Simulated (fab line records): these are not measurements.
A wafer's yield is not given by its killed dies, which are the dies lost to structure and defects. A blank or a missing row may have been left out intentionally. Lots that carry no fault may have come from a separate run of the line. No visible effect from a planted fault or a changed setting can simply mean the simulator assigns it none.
A struck lot beside a sound one -- flow n5_finfet -- 26 steps out of a route of 1938
Sound: wafers L234.3, L234.5, L234.6. Struck: wafers L229.1, L229.3, L229.4. Last of all comes the cause.
Order at every step that has rows: each side's tool, ch and its chambers, its first start. Under that, the readings that differ: sound wafers -- struck wafers -- difference of the means -- sigmas: that difference in standard deviations of wafers without a fault.
alike: a reading whose means differ by less than 2 such deviations, as well as words and numbers matching on both sides. not compared: withheld readings; readings where some wafer has no value; bounds like >300 that might hide an equal value; numbers whose values overlap and for which the record gives no deviation.
The two part at a step that has a row with sigmas, a row that says differs or no value, or rows on one side only. Numbers that have no deviation but don't overlap get no sigmas and don't part them. A reading missing from all wafers of one side parts the sides only when that side holds two or more wafers.

first, 8 steps without rows for these wafers: N5_BEOL_M8_DEVELOP_10 (develop time 30 s); N5_BEOL_M8_DESCUM_16 (chemistry O2, time 7.9 s); N5_BEOL_M8_ETCH_61 (etches SiARC in CF4, target depth 45.5 nm, time 75.8 s); N5_BEOL_M8_ETCH_62 (etches SOC in N2/H2, target depth 110 nm, overetch 22 nm, time 165 s); N5_BEOL_M8_STRIP_68 (strips in N2/H2); N5_BEOL_M8_STRIP_67 (strips in CF4); N5_BEOL_M8_HM_OPEN_17 (chemistry Cl2/BCl3, target TiN, target depth 20 nm, overetch 6 nm); N5_BEOL_M8_STRIP_19 (strips in O2).
N5_BEOL_M8_COAT_63: time 60 s, resist thk 60 nm.
  sound on litho_track-04 ch 0, day 14 21:03; struck on litho_track-05 ch 0, day 13 06:37
reading,sound,struck,difference,sigmas
spin_speed_rpm (rpm),1499.3 1498.9 1500.1,1572.5 1572.2 1573.2,+73.2,+77
model.SOC_of_BEOL_M8_COAT_63.thk_nm (nm),59.8 60 59.8,58.6 58.6 58.2,-1.4,
then, 11 steps without rows for these wafers: N5_BEOL_M8_COAT_64 (time 60 s, resist thk 12 nm); N5_BEOL_M8_COAT_71 (time 60 s, resist thk 5 nm); N5_BEOL_M8_COAT_22 (resist thk 30 nm); N5_BEOL_M8_EBR_24; N5_BEOL_M8_SOFTBAKE_23 (time 60 s); N5_BEOL_M8_EXPOSE_25 (exposes mask V7, target cd 40 nm); N5_BEOL_M8_PEB_26 (peb time 60 s); N5_BEOL_M8_DEVELOP_27 (develop time 30 s); N5_BEOL_M8_DESCUM_33 (chemistry O2, time 7 s); N5_BEOL_M8_ETCH_72 (etches underlayer in N2/H2, target depth 6.5 nm, time 5.2 s); N5_BEOL_M8_ETCH_65 (etches SiARC in CF4, target depth 15.6 nm, time 26 s).
N5_BEOL_M8_ETCH_66: etches SOC in N2/H2, target depth 80 nm, overetch 16 nm, time 120 s.
  sound on rie_diel-02 ch 0,3, day 15 01:38; struck on rie_diel-05 ch 0,3, day 13 07:20
reading,sound,struck,difference,sigmas
model.etch.depth_nm (nm),59.9 59.94 59.89,58.53 58.64 58.28,-1.43,
  alike: drypump_motor_current_A, h2_flow_sccm, oes_product_au, rf_vpp_V, showerhead_plenum_p_Torr, temp_c, throttle_valve_pct
  not compared: rf_hours_counter_h
then, 2 steps without rows for these wafers: N5_BEOL_M8_STRIP_69 (strips in N2/H2); N5_BEOL_M8_STRIP_73 (strips in N2/H2).
N5_BEOL_M8_VIA_ETCH_34: etches SiCOH lowk in C4F6/O2, target depth 125.5 nm, time 50.5 s.
  sound on rie_diel-02 ch 0,3, day 15 01:46; struck on rie_diel-05 ch 0,3, day 13 07:26
reading,sound,struck,difference,sigmas
oes_product_au (a.u.),0.94 0.87 0.94,0.71 0.66 0.71,-0.22,-2
throttle_valve_pct (%),20.48 20.60 20.47,21.04 21.35 21.04,+0.63,+2
model.SOC_of_BEOL_M8_COAT_63.thk_nm (nm),53.8 53.8 53.8,52.6 53 52.4,-1.1,
  alike: drypump_motor_current_A, oes_ar_750_au, rf_vpp_V, showerhead_plenum_p_Torr
  not compared: rf_hours_counter_h
then, 1 step without rows for these wafers: N5_BEOL_M8_STRIP_76 (strips in C4F6/O2).
-- the record jumps here: 3 days lie between the struck wafers' starts before and after (it left off in module BEOL_M8 and takes up again in module PASSIVATION, whose first step shown is number 1936 of the route) --
N5_PASSIVATION_PROBE_49:
  sound on prober-01 at day 18 01:14; struck on prober-02 at day 16 17:03
reading,sound,struck,difference,sigmas
killed_short,26 22 28,39 40 41,+15,+2
sort_bin_6_memory (%),2.2 1.8 3.0,3.1 3.8 4.3,+1.4,+2
  alike: defect_limited_yield, killed_at_M0_to_M3, killed_at_M4_up, killed_at_contacts, killed_at_front_end, killed_at_other, killed_dies, killed_open, sort_bin_5_function, sort_n_pass, sort_yield_pct

## WHERE THEY PART
First at N5_BEOL_M8_COAT_63; last, within this record, at N5_PASSIVATION_PROBE_49.

WHY: whatever the simulator had introduced
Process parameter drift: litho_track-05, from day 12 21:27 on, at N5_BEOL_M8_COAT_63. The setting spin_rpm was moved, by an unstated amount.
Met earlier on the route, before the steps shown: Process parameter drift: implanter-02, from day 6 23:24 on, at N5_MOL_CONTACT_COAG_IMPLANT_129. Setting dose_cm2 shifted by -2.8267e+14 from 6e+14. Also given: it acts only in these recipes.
